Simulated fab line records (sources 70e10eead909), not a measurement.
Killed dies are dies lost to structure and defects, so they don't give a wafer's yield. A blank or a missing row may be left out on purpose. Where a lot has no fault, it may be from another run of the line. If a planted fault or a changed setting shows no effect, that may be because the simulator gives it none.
fab line records	flow nand-harc
record: lots: 13	wafers: 37	last-day: 24
route steps=1159 shown A_CONTACT@858 END@1159
lots untouched by any fault: they come from a run of this same line in which no faults occurred
start-h: hours from the record's opening day to when the first of the lot's shown wafers began	wait-h: hours from the lot's prior step to this one	" same as the row above	L1.1+2: one row covering several wafers at once	- no value present, or no start provided	* or withheld: withheld	< > ~ a bound
route shown NAME@n: NAME is a module with steps in the file, n the number in the route of the first one	usual: mean and standard deviation over wafers with no fault	same: alike in all rows	chamber/n: place in a boat	sites: the reading at each site	_std_site: the values' standard deviation	_edge_site: outer sites' mean less inner sites'	radius-mm: how far each site lies from the wafer's centre	mask NAME#n: copy n	behind: the last tool/chamber to shape the wafer	hold: what put the lot on hold/how long, in hours/how the hold closed	device: names the non-switching transistor (n, p or np)	end of line: the same wafers' tests at the end of the route	a step with no rows: only its recipe	killed: count of dies lost to structure and defects at first sort (not the wafer's yield)	map: per-die view of a wafer (x killed, . not killed, _ where there is no die)
set.NAME: the setting as run; set.NAME@STEP: as run at that earlier step	model.NAME: the simulator's own value behind a step, which no gauge read
a sample of lots followed through the steps of the route, with each step as a table and each wafer as a row
services: from which hour (start-h, from the record's first day; less than 0 if before it) a tool's chamber was out of use, for how many hours, and why
== steps ==
step: NHARC_A_CONTACT_ETCH_48
recipe: target-depth-a: 390	over-etch-frac: 0.3	time-s: 65	ion-energy-ev: 80	cf4-flow-sccm: 150	ar-flow-sccm: 0	rf-w: 300	bias-w: 100	chemistry: CF4
usual: bias-w: 100.0/0.34	drypump-motor-current-A: 5.7/0.49	oes-product-au: 1.000/0.012	rf-vpp-V: 151.0/1.1	showerhead-plenum-p-Torr: 1.76/0.06	throttle-valve-pct: 13.284/0.0095
same: time-s: 65
lot.wafer	tool	chamber	start-h	wait-h	bias-w	drypump-motor-current-A	oes-product-au	rf-hours-counter-h	rf-vpp-V	showerhead-plenum-p-Torr	throttle-valve-pct
L677.4	rie-diel-02	0	370.89	0.1	99.8	6.0	0.999	15	150.4	1.69	13.278
L677.1	"	2	"	"	99.3	5.7	0.985	13	151.3	1.78	13.295
L677.6	"	3	"	"	99.4	5.3	1.002	-	152.7	1.74	13.275
L676.2	rie-diel-04	0	371.18	0.1	99.9	4.8	1.005	15	148.6	1.67	13.283
L676.1	"	1	"	"	100.0	5.7	0.984	13	151.5	1.81	13.282
L676.5	"	1	"	"	100.1	5.7	0.993	-	152.5	1.81	13.287
L678.3	rie-diel-07	1	382.52	0.1	100.0	5.7	1.010	54	151.6	1.80	13.292
L678.4	"	3	"	"	100.2	6.2	1.004	55	151.5	1.84	13.287
L678.5	"	0	"	"	100.4	5.5	0.999	-	151.6	1.82	13.276
L679.4	rie-diel-02	2	383.81	0.1	100.2	5.8	0.987	17	148.4	1.78	13.281
L679.5	"	0	"	"	100.4	6.0	0.990	-	150.3	1.69	13.272
L679.6	"	1	"	"	99.7	6.2	1.017	-	150.3	1.74	13.282
L680.1	rie-diel-07	1	391.85	0.1	100.1	5.6	1.019	57	151.1	1.80	13.266
L680.4	"	3	"	"	99.7	6.2	1.001	59	153.0	1.84	13.294
L680.3	"	0	"	"	100.1	5.5	1.002	55	151.5	1.82	13.277
L681.1	rie-diel-07	2	396.16	0.1	100.2	6.0	1.025	58	151.0	1.76	13.287
L681.4	"	0	"	"	100.0	5.5	1.003	57	152.9	1.82	13.283
L681.5	"	2	"	"	100.1	5.9	1.021	-	151.1	1.76	13.295
L682.1	rie-diel-04	1	409.23	0.1	100.5	5.7	0.984	19	152.6	1.81	13.283
L682.3	"	2	"	"	99.8	5.8	0.998	19	149.2	1.71	13.285
L682.4	"	1	"	"	100.7	5.7	0.981	-	151.9	1.81	13.295
L683.1	rie-diel-02	2	413.13	0.1	100.7	5.8	0.995	28	149.3	1.77	13.260
L683.3	"	3	"	"	100.7	5.3	0.982	27	152.0	1.73	13.273
L683.6	"	2	"	"	100.1	5.8	0.982	-	150.9	1.77	13.292
L687.3	rie-diel-04	2	428.02	0.1	100.0	5.8	0.821	24	151.0	1.71	13.284
L687.5	"	2	"	"	99.7	5.7	1.002	-	151.9	1.71	13.304
L688.3	rie-diel-04	1	437.01	0.1	99.9	5.7	0.808	26	152.1	1.81	13.280
L688.5	"	3	"	"	100.1	6.5	0.996	-	152.1	1.83	13.277
L690.1	rie-diel-07	3	439.34	0.1	100.2	6.2	0.979	7	153.7	1.84	13.276
L690.3	"	1	"	"	100.2	5.6	1.001	8	150.7	1.79	13.275
L690.5	"	3	"	"	100.3	6.2	0.984	-	151.2	1.84	13.282
L694.3	rie-diel-02	1	476.36	0.1	99.3	6.2	1.019	52	152.0	1.74	13.288
L694.1	"	2	"	"	100.3	5.8	0.994	51	150.9	1.77	13.278
L694.2	"	0	"	"	99.7	6.0	1.011	51	151.0	1.68	13.290
L697.3	rie-diel-02	1	502.16	0.1	99.5	6.2	1.008	63	151.0	1.73	13.281
L697.6	"	3	"	"	100.5	5.3	0.995	-	151.0	1.72	13.269
L697.5	"	0	"	"	99.5	6.0	1.012	-	149.7	1.68	13.274
step: NHARC_A_CONTACT_ETCH_111
recipe: source-w: withheld	pressure-mtorr: 20	bias-v: withheld	time-s: 140	target-depth-a: 7000	ar-flow-sccm: withheld	c4f8-flow-sccm: withheld	o2-flow-sccm: withheld	chemistry: C4F8/O2/Ar
same: time-s: 140
lot.wafer	tool	chamber	start-h	wait-h	rf-hours-counter-h
L677.1	har-cap-etch-02	1	372.11	-	8
L677.4	"	1	"	"	-
L677.6	"	1	"	"	-
L676.1	har-cap-etch-03	0	372.72	-	78
L676.2	"	1	"	"	78
L676.5	"	0	"	"	-
L678.4	har-cap-etch-02	0	383.75	-	-
L678.3	"	1	"	"	-
L678.5	"	1	"	"	-
L679.4	har-cap-etch-03	0	385.07	-	-
L679.6	"	1	"	"	-
L679.5	"	0	"	"	-
L680.1	har-cap-etch-02	0	393.05	-	12
L680.3	"	1	"	"	-
L680.4	"	0	"	"	-
L681.1	har-cap-etch-03	0	397.40	-	83
L681.4	"	1	"	"	-
L681.5	"	1	"	"	-
L682.1	har-cap-etch-03	1	410.67	-	85
L682.3	"	0	"	"	-
L682.4	"	1	"	"	-
L683.1	har-cap-etch-02	0	414.71	-	15
L683.3	"	0	"	"	-
L683.6	"	1	"	"	-
L687.3	har-cap-etch-01	1	429.26	-	-
L687.5	"	1	"	"	-
L688.3	har-cap-etch-02	1	438.27	-	-
L688.5	"	1	"	"	-
L690.1	har-cap-etch-03	1	440.55	-	91
L690.3	"	0	"	"	-
L690.5	"	0	"	"	-
L694.1	har-cap-etch-03	0	477.53	-	95
L694.2	"	1	"	"	95
L694.3	"	0	"	"	-
L697.3	har-cap-etch-02	0	503.42	-	-
L697.6	"	1	"	"	-
L697.5	"	0	"	"	-
step: NHARC_A_CONTACT_ETCH_112
recipe: source-w: withheld	pressure-mtorr: 20	bias-v: 3000	time-s: 94	target-depth-a: 9220	ar-flow-sccm: withheld	c4f8-flow-sccm: withheld	o2-flow-sccm: withheld	chemistry: C4F8/O2/Ar
same: time-s: 94
lot.wafer	tool	chamber	start-h	wait-h	rf-hours-counter-h
L677.1	har-cap-etch-02	1	372.37	0.2	9
L677.4	"	1	"	"	-
L677.6	"	1	"	"	-
L676.1	har-cap-etch-03	0	372.92	0.2	78
L676.2	"	1	"	"	78
L676.5	"	0	"	"	-
L678.4	har-cap-etch-02	0	383.91	0.1	-
L678.3	"	1	"	"	-
L678.5	"	1	"	"	-
L679.4	har-cap-etch-03	0	385.22	0.1	-
L679.6	"	1	"	"	-
L679.5	"	0	"	"	-
L680.1	har-cap-etch-02	0	393.23	0.1	12
L680.3	"	1	"	"	-
L680.4	"	0	"	"	-
L681.1	har-cap-etch-03	0	397.58	0.2	83
L681.4	"	1	"	"	-
L681.5	"	1	"	"	-
L682.1	har-cap-etch-03	1	410.85	0.1	86
L682.3	"	0	"	"	-
L682.4	"	1	"	"	-
L683.1	har-cap-etch-02	0	414.92	0.2	15
L683.3	"	0	"	"	-
L683.6	"	1	"	"	-
L687.3	har-cap-etch-01	1	429.43	0.1	-
L687.5	"	1	"	"	-
L688.3	har-cap-etch-02	1	438.42	0.1	-
L688.5	"	1	"	"	-
L690.1	har-cap-etch-03	1	440.73	0.1	91
L690.3	"	0	"	"	-
L690.5	"	0	"	"	-
L694.1	har-cap-etch-03	0	477.73	0.2	95
L694.2	"	1	"	"	95
L694.3	"	0	"	"	-
L697.3	har-cap-etch-02	0	503.56	0.1	-
L697.6	"	1	"	"	-
L697.5	"	0	"	"	-
step: NHARC_A_CONTACT_ETCH_114
recipe: source-w: withheld	pressure-mtorr: 20	bias-v: 3000	time-s: 94	target-depth-a: 9220	ar-flow-sccm: withheld	c4f8-flow-sccm: withheld	o2-flow-sccm: withheld	chemistry: C4F8/O2/Ar
same: time-s: 94
lot.wafer	tool	chamber	start-h	wait-h	rf-hours-counter-h
L677.1	har-cap-etch-02	1	372.61	0.1	9
L677.4	"	1	"	"	-
L677.6	"	1	"	"	-
L676.1	har-cap-etch-03	0	373.11	0.1	78
L676.2	"	1	"	"	78
L676.5	"	0	"	"	-
L678.4	har-cap-etch-02	0	384.09	0.1	-
L678.3	"	1	"	"	-
L678.5	"	1	"	"	-
L679.4	har-cap-etch-03	0	385.40	0.1	-
L679.6	"	1	"	"	-
L679.5	"	0	"	"	-
L680.1	har-cap-etch-02	0	393.41	0.1	13
L680.3	"	1	"	"	-
L680.4	"	0	"	"	-
L681.1	har-cap-etch-03	0	397.77	0.1	83
L681.4	"	1	"	"	-
L681.5	"	1	"	"	-
L682.1	har-cap-etch-03	1	411.03	0.1	86
L682.3	"	0	"	"	-
L682.4	"	1	"	"	-
L683.1	har-cap-etch-02	0	415.10	0.1	15
L683.3	"	0	"	"	-
L683.6	"	1	"	"	-
L687.3	har-cap-etch-01	1	429.60	0.1	-
L687.5	"	1	"	"	-
L688.3	har-cap-etch-02	1	438.60	0.1	-
L688.5	"	1	"	"	-
L690.1	har-cap-etch-03	1	440.91	0.1	91
L690.3	"	0	"	"	-
L690.5	"	0	"	"	-
L694.1	har-cap-etch-03	0	477.92	0.1	95
L694.2	"	1	"	"	95
L694.3	"	0	"	"	-
L697.3	har-cap-etch-02	0	503.74	0.1	-
L697.6	"	1	"	"	-
L697.5	"	0	"	"	-
step: NHARC_END_SORT_01
recipe: temp-c: 25
usual: killed-at-array: 28/11	killed-at-other: 0.8/1.1	killed-at-periphery: 3.3/2.8	killed-dies: 32/11	killed-open: 3.3/1.9	killed-short: 1.9/1.4
same: gross-dies: 677
lot.wafer	tool	chamber	start-h	wait-h	killed-at-array	killed-at-other	killed-at-periphery	killed-dies	killed-open	killed-short
L676.1	prober-02	0	448.53	2.5	24	0	1	25	4	0
L676.2	prober-02	0	449.32	2.8	21	0	1	22	3	0
L676.5	prober-02	0	451.69	3.7	21	1	1	23	1	1
L677.1	prober-01	0	448.68	2.5	21	0	1	22	0	3
L677.4	prober-01	0	451.06	3.4	16	0	2	18	2	2
L677.6	prober-01	0	452.65	4.0	7	3	4	14	1	2
L678.3	prober-02	0	457.90	3.1	8	1	10	19	3	0
L678.4	prober-02	0	458.70	3.4	12	2	2	16	2	2
L678.5	prober-02	0	459.51	3.7	13	0	3	16	4	1
L679.4	prober-01	0	458.83	3.4	27	0	10	37	1	2
L679.5	prober-01	0	459.62	3.7	19	1	9	29	3	0
L679.6	prober-01	0	460.41	4.0	23	0	12	35	1	3
L680.1	prober-01	0	468.76	2.5	34	0	1	35	3	3
L680.3	prober-01	0	470.34	3.1	21	0	3	24	2	2
L680.4	prober-01	0	471.14	3.4	19	0	3	22	4	1
L681.1	prober-02	0	468.81	2.5	18	2	2	22	2	2
L681.4	prober-02	0	471.20	3.4	21	0	5	26	0	1
L681.5	prober-02	0	472.00	3.7	17	0	2	19	1	0
L683.1	prober-01	0	476.98	2.5	12	0	3	15	3	2
L683.3	prober-01	0	478.59	3.1	6	1	3	10	4	1
L683.6	prober-01	0	481.01	4.0	12	2	0	14	2	1
L682.1	prober-02	0	477.02	2.5	38	0	1	39	2	3
L682.3	prober-02	0	478.62	3.1	47	0	0	47	4	2
L682.4	prober-02	0	479.43	3.4	35	0	2	37	0	6
L690.1	prober-02	0	506.00	2.5	34	3	6	43	1	3
L690.3	prober-02	0	507.63	3.1	36	5	6	47	2	0
L690.5	prober-02	0	509.25	3.8	40	4	1	45	0	3
L688.3	prober-02	0	515.46	3.1	483	3	7	493	6	2
L688.5	prober-02	0	517.04	3.7	24	0	5	29	3	1
L694.1	prober-02	0	560.97	2.5	40	1	1	42	3	0
L694.2	prober-02	0	561.76	2.8	39	1	0	40	1	1
L694.3	prober-02	0	562.55	3.1	41	0	0	41	2	2
L697.3	prober-01	0	578.19	3.1	32	0	4	36	1	2
L697.5	prober-01	0	579.80	3.7	28	1	7	36	3	3
L697.6	prober-01	0	580.61	4.0	24	0	8	32	1	4
killed by level:class
L676.1 A_CHANNEL_HOLE_D1:chamber-film-flake=14 A_CONTACT:chamber-film-flake=4 P_M0:geometric-particle:open=1 A_SOURCE_PLATE:geometric-particle:open=1 A_CHANNEL_FILL_D1:geometric-particle:open=1 A_M0:geometric-particle:open=1 A_ZERO_WELL:chamber-film-flake=1 A_SLIT:unspecified=1
L677.1 A_SLIT:chamber-film-flake=9 A_WL_FILL:chamber-film-flake=3 A_M1:chamber-film-flake=3 A_STAIRCASE:chamber-film-flake=2 P_M0:geometric-particle:short=1 A_CHANNEL_FILL_D1:geometric-particle:short=1 A_CONTACT:geometric-particle:short=1 A_CHANNEL_HOLE_D1:chamber-film-flake=1
L676.2 A_CHANNEL_HOLE_D1:chamber-film-flake=13 A_SLIT:chamber-film-flake=3 A_CHANNEL_FILL_D1:geometric-particle:open=1 A_BLC:geometric-particle:open=1 A_M1:geometric-particle:open=1 P_CONTACT:chamber-film-flake=1 A_ZERO_WELL:chamber-film-flake=1 A_CONTACT:chamber-film-flake=1
L677.4 A_SLIT:chamber-film-flake=6 A_CHANNEL_HOLE_D1:chamber-film-flake=3 A_CONTACT:chamber-film-flake=2 P_M0:geometric-particle:open=1 A_ONON_D1:geometric-particle:short=1 A_CONTACT:geometric-particle:open=1 A_M0:geometric-particle:short=1 P_GATE:chamber-film-flake=1
L676.5 A_CHANNEL_HOLE_D1:chamber-film-flake=14 A_SLIT:chamber-film-flake=2 A_CONTACT:chamber-film-flake=2 P_GATE:geometric-particle:open=1 A_M1:geometric-particle:short=1 A_ZERO_WELL:chamber-film-flake=1 A_STAIRCASE:chamber-film-flake=1 THIN_TSV:chamber-film-flake=1
L677.6 A_SLIT:chamber-film-flake=5 P_ZERO_WELL:chamber-film-flake=3 THIN_TSV:chamber-film-flake=2 P_GATE:geometric-particle:short=1 A_CHANNEL_FILL_D1:geometric-particle:short=1 STARTING-WAFER:geometric-particle:open=1 A_STAIRCASE:chamber-film-flake=1
L678.3 P_ZERO_WELL:chamber-film-flake=5 P_BONDPAD:chamber-film-flake=3 A_BLC:geometric-particle:open=2 P_STI:chamber-film-flake=2 A_CHANNEL_HOLE_D1:chamber-film-flake=2 A_CONTACT:geometric-particle:open=1 A_CHANNEL_FILL_D1:chamber-film-flake=1 A_STAIRCASE:chamber-film-flake=1
L678.4 A_CHANNEL_HOLE_D1:chamber-film-flake=4 A_CONTACT:geometric-particle:open=2 A_CONTACT:chamber-film-flake=2 THIN_TSV:chamber-film-flake=2 A_ONON_D1:geometric-particle:short=1 A_WL_FILL:geometric-particle:short=1 P_GATE:chamber-film-flake=1 P_BONDPAD:chamber-film-flake=1
L679.4 A_CHANNEL_HOLE_D1:chamber-film-flake=10 A_SLIT:chamber-film-flake=8 A_WL_FILL:chamber-film-flake=4 P_M0:chamber-film-flake=3 P_BONDPAD:chamber-film-flake=3 P_STI:chamber-film-flake=2 A_CONTACT:chamber-film-flake=2 P_M0:geometric-particle:open=1
L678.5 A_STAIRCASE:chamber-film-flake=3 A_CONTACT:chamber-film-flake=3 A_CHANNEL_FILL_D1:geometric-particle:open=2 P_BONDPAD:chamber-film-flake=2 A_STAIRCASE:geometric-particle:open=1 A_CONTACT:geometric-particle:short=1 A_BLC:geometric-particle:open=1 P_ZERO_WELL:chamber-film-flake=1
L679.5 A_SLIT:chamber-film-flake=8 A_CHANNEL_HOLE_D1:chamber-film-flake=6 P_BONDPAD:chamber-film-flake=5 A_M0:geometric-particle:open=2 A_CONTACT:chamber-film-flake=2 P_M1:geometric-particle:open=1 P_ZERO_WELL:chamber-film-flake=1 P_STI:chamber-film-flake=1
L679.6 A_CHANNEL_HOLE_D1:chamber-film-flake=11 A_SLIT:chamber-film-flake=8 P_STI:chamber-film-flake=4 A_CHANNEL_FILL_D1:geometric-particle:short=3 P_M0:chamber-film-flake=3 P_BONDPAD:chamber-film-flake=3 A_CONTACT:geometric-particle:open=1 P_ZERO_WELL:chamber-film-flake=1
L680.1 A_CHANNEL_HOLE_D1:chamber-film-flake=19 A_CHANNEL_FILL_D1:chamber-film-flake=3 A_STAIRCASE:chamber-film-flake=3 A_SLIT:chamber-film-flake=2 A_WL_FILL:chamber-film-flake=2 P_GATE:geometric-particle:open=1 A_CHANNEL_FILL_D1:geometric-particle:short=1 A_CHANNEL_FILL_D1:geometric-particle:open=1
L681.1 A_SLIT:chamber-film-flake=6 A_STAIRCASE:chamber-film-flake=5 A_BLC:geometric-particle:open=2 THIN_TSV:chamber-film-flake=2 A_CONTACT:geometric-particle:short=1 A_BLC:geometric-particle:short=1 P_ZERO_WELL:chamber-film-flake=1 P_GATE:chamber-film-flake=1
L680.3 A_CHANNEL_HOLE_D1:chamber-film-flake=15 A_CONTACT:chamber-film-flake=2 P_GATE:geometric-particle:open=1 A_CHANNEL_FILL_D1:geometric-particle:short=1 A_CONTACT:geometric-particle:short=1 A_CONTACT:geometric-particle:open=1 P_STI:chamber-film-flake=1 P_GATE:chamber-film-flake=1
L680.4 A_CHANNEL_HOLE_D1:chamber-film-flake=13 A_SLIT:chamber-film-flake=2 P_GATE:geometric-particle:open=1 P_CONTACT:geometric-particle:short=1 A_ONON_D1:geometric-particle:open=1 A_WL_FILL:geometric-particle:open=1 A_M0:geometric-particle:open=1 P_STI:chamber-film-flake=1
L681.4 A_STAIRCASE:chamber-film-flake=6 A_CHANNEL_HOLE_D1:chamber-film-flake=5 A_SLIT:chamber-film-flake=4 A_CONTACT:chamber-film-flake=3 P_ZERO_WELL:chamber-film-flake=2 P_GATE:chamber-film-flake=2 A_WL_FILL:chamber-film-flake=2 A_M0:geometric-particle:short=1
L681.5 A_SLIT:chamber-film-flake=7 A_STAIRCASE:chamber-film-flake=5 P_ZERO_WELL:chamber-film-flake=2 A_CHANNEL_HOLE_D1:chamber-film-flake=2 A_CONTACT:geometric-particle:open=1 A_WL_FILL:chamber-film-flake=1 A_CONTACT:chamber-film-flake=1
L683.1 A_CHANNEL_HOLE_D1:chamber-film-flake=3 A_STAIRCASE:chamber-film-flake=3 A_CONTACT:chamber-film-flake=2 P_CONTACT:geometric-particle:open=1 A_CHANNEL_FILL_D1:geometric-particle:short=1 A_STAIRCASE:geometric-particle:open=1 A_SGD_CUT:geometric-particle:short=1 A_BLC:geometric-particle:open=1
L682.1 A_CHANNEL_HOLE_D1:chamber-film-flake=15 A_SLIT:chamber-film-flake=12 A_STAIRCASE:chamber-film-flake=2 A_CONTACT:chamber-film-flake=2 A_ONON_D1:geometric-particle:open=1 A_CHANNEL_HOLE_D1:geometric-particle:short=1 A_CHANNEL_FILL_D1:geometric-particle:short=1 A_WL_FILL:geometric-particle:short=1
L683.3 P_CONTACT:geometric-particle:open=2 A_STAIRCASE:chamber-film-flake=2 A_CHANNEL_FILL_D1:geometric-particle:open=1 A_WL_FILL:geometric-particle:short=1 A_CONTACT:geometric-particle:open=1 P_GATE:chamber-film-flake=1 A_ZERO_WELL:chamber-film-flake=1 THIN_TSV:chamber-film-flake=1
L682.3 A_CHANNEL_HOLE_D1:chamber-film-flake=25 A_SLIT:chamber-film-flake=12 A_CONTACT:geometric-particle:open=2 A_STAIRCASE:chamber-film-flake=2 A_ONON_D1:geometric-particle:open=1 A_CHANNEL_FILL_D1:geometric-particle:short=1 A_CHANNEL_FILL_D1:geometric-particle:open=1 A_SGD_CUT:geometric-particle:short=1
L682.4 A_CHANNEL_HOLE_D1:chamber-film-flake=19 A_SLIT:chamber-film-flake=5 A_STAIRCASE:chamber-film-flake=4 P_M2:geometric-particle:short=1 A_CHANNEL_HOLE_D1:geometric-particle:short=1 A_CHANNEL_FILL_D1:geometric-particle:short=1 A_SGD_CUT:geometric-particle:short=1 A_WL_FILL:geometric-particle:short=1
L683.6 A_CONTACT:chamber-film-flake=5 A_WL_FILL:geometric-particle:open=2 A_CHANNEL_HOLE_D1:chamber-film-flake=2 THIN_TSV:chamber-film-flake=2 A_WL_FILL:geometric-particle:short=1 A_STAIRCASE:chamber-film-flake=1 A_SGD_CUT:chamber-film-flake=1
L690.1 A_CHANNEL_HOLE_D1:chamber-film-flake=20 A_CONTACT:chamber-film-flake=5 THIN_TSV:chamber-film-flake=3 P_M1:chamber-film-flake=2 A_SLIT:chamber-film-flake=2 P_M0:geometric-particle:open=1 A_CONTACT:geometric-particle:short=1 A_BLC:geometric-particle:short=1
L690.3 A_CHANNEL_HOLE_D1:chamber-film-flake=22 A_STAIRCASE:chamber-film-flake=6 A_CONTACT:chamber-film-flake=6 THIN_TSV:chamber-film-flake=5 P_M1:chamber-film-flake=3 P_CONTACT:geometric-particle:open=1 P_M0:geometric-particle:open=1 P_M0:chamber-film-flake=1
L690.5 A_CHANNEL_HOLE_D1:chamber-film-flake=21 A_STAIRCASE:chamber-film-flake=8 A_CONTACT:chamber-film-flake=7 THIN_TSV:chamber-film-flake=4 A_WL_FILL:geometric-particle:short=1 A_M0:geometric-particle:short=1 A_M1:geometric-particle:short=1 P_M1:chamber-film-flake=1
L688.3 A_CONTACT:area-etch=452 A_SLIT:chamber-film-flake=17 A_STAIRCASE:chamber-film-flake=4 A_BLC:chamber-film-flake=3 P_CONTACT:geometric-particle:open=2 P_STI:chamber-film-flake=2 THIN_TSV:chamber-film-flake=2 P_M0:geometric-particle:open=1
L688.5 A_SLIT:chamber-film-flake=10 A_CHANNEL_HOLE_D1:chamber-film-flake=5 A_STAIRCASE:chamber-film-flake=5 P_STI:chamber-film-flake=3 P_CONTACT:geometric-particle:short=1 P_CONTACT:geometric-particle:open=1 A_CHANNEL_FILL_D1:geometric-particle:open=1 A_SGD_CUT:geometric-particle:open=1
L694.1 A_CHANNEL_HOLE_D1:chamber-film-flake=23 A_SLIT:chamber-film-flake=12 A_STAIRCASE:chamber-film-flake=2 P_GATE:geometric-particle:open=1 A_SOURCE_PLATE:geometric-particle:open=1 A_CONTACT:geometric-particle:open=1 A_WL_FILL:chamber-film-flake=1 THIN_TSV:chamber-film-flake=1
L694.2 A_CHANNEL_HOLE_D1:chamber-film-flake=20 A_SLIT:chamber-film-flake=13 A_CONTACT:chamber-film-flake=4 A_STAIRCASE:geometric-particle:short=1 A_CONTACT:geometric-particle:open=1 THIN_TSV:chamber-film-flake=1
L694.3 A_CHANNEL_HOLE_D1:chamber-film-flake=19 A_SLIT:chamber-film-flake=11 A_CONTACT:chamber-film-flake=4 A_STAIRCASE:chamber-film-flake=2 A_ONON_D1:geometric-particle:short=1 A_CHANNEL_FILL_D1:geometric-particle:open=1 A_WL_FILL:geometric-particle:short=1 A_CONTACT:geometric-particle:open=1
L697.3 A_SLIT:chamber-film-flake=23 A_CHANNEL_HOLE_D1:chamber-film-flake=5 P_M2:chamber-film-flake=4 A_ONON_D1:geometric-particle:open=1 A_WL_FILL:geometric-particle:short=1 A_CONTACT:geometric-particle:short=1 A_WL_FILL:chamber-film-flake=1
L697.5 A_SLIT:chamber-film-flake=16 A_CHANNEL_HOLE_D1:chamber-film-flake=5 A_CONTACT:chamber-film-flake=4 P_ZERO_WELL:chamber-film-flake=3 P_CONTACT:geometric-particle:short=2 P_GATE:geometric-particle:open=1 A_WL_FILL:geometric-particle:open=1 A_M0:geometric-particle:open=1
L697.6 A_SLIT:chamber-film-flake=10 A_CHANNEL_HOLE_D1:chamber-film-flake=7 P_M2:chamber-film-flake=5 A_CONTACT:chamber-film-flake=3 P_GATE:geometric-particle:short=1 P_CONTACT:geometric-particle:short=1 A_ONON_D1:geometric-particle:short=1 A_CHANNEL_HOLE_D1:geometric-particle:open=1
== services ==
tool	chamber	start-h	hours	kind
rie-diel-07	0	347.99	10.7	repair
rie-diel-02	0	361.87	-	clean
rie-diel-02	1	361.87	-	clean
rie-diel-02	2	361.87	-	clean
rie-diel-02	3	361.87	-	clean
rie-diel-02	0	386.37	-	clean
rie-diel-02	1	386.37	-	clean
rie-diel-02	2	386.37	-	clean
rie-diel-02	3	386.37	-	clean
rie-diel-04	3	404.91	21.6	repair
rie-diel-07	-	405.20	9.0	pm
rie-diel-02	0	411.71	-	clean
rie-diel-02	1	411.71	-	clean
rie-diel-02	2	411.71	-	clean
rie-diel-02	3	411.71	-	clean
rie-diel-02	0	436.37	-	clean
rie-diel-02	1	436.37	-	clean
rie-diel-02	2	436.37	-	clean
rie-diel-02	3	436.37	-	clean
rie-diel-04	0	448.06	6.4	repair
rie-diel-02	0	460.87	-	clean
rie-diel-02	1	460.87	-	clean
rie-diel-04	-	466.28	9.0	pm
rie-diel-04	2	483.06	4.3	repair
== key ==
first-sign: step: NHARC_A_CONTACT_ETCH_48	reading: oes-product-au	direction: down	sigmas: 16	usual: 1.000	struck: 0.815
effect: step: NHARC_END_SORT_01	reading: killed-at-array	direction: up	sigmas: 41	usual: 28	struck: 483
more-kills-born-at: NHARC_A_CONTACT_ETCH_48@rie-diel-04: 452
met-at NHARC_A_CONTACT_ETCH_48
struck-lots L687,L688
struck-wafers L687.3,L688.3
later-rows-left-out L687.3,L688.3
sort-left-out L687.3
tester-left-out L687,L688
not-acting-at NHARC_A_CONTACT_ETCH_111,NHARC_A_CONTACT_ETCH_112,NHARC_A_CONTACT_ETCH_114
onset-between 409.23 428.02
fault: kind: process-parameter-drift	tool: rie-diel-04	chamber: -	onset-h: 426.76	steps: NHARC_A_CONTACT_ETCH_48	channel: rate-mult	offset: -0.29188	shape: step	end-h: 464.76	scope: struck-wafers-only
tester-left-out: of these lots the tester's yield and bins aren't shown, on N5 and GAA mostly nor the transistor test; their killed dies are dies lost to structure and defects alone, not to doping, threshold or leakage, so they don't give the yield
sort-left-out: the simulated sort isn't trusted on such a fault, so these wafers' sort isn't shown, and their yield isn't known
later-rows-left-out: the simulator's readings of these wafers behind a module that went badly wrong aren't trusted and aren't shown, but for the sort
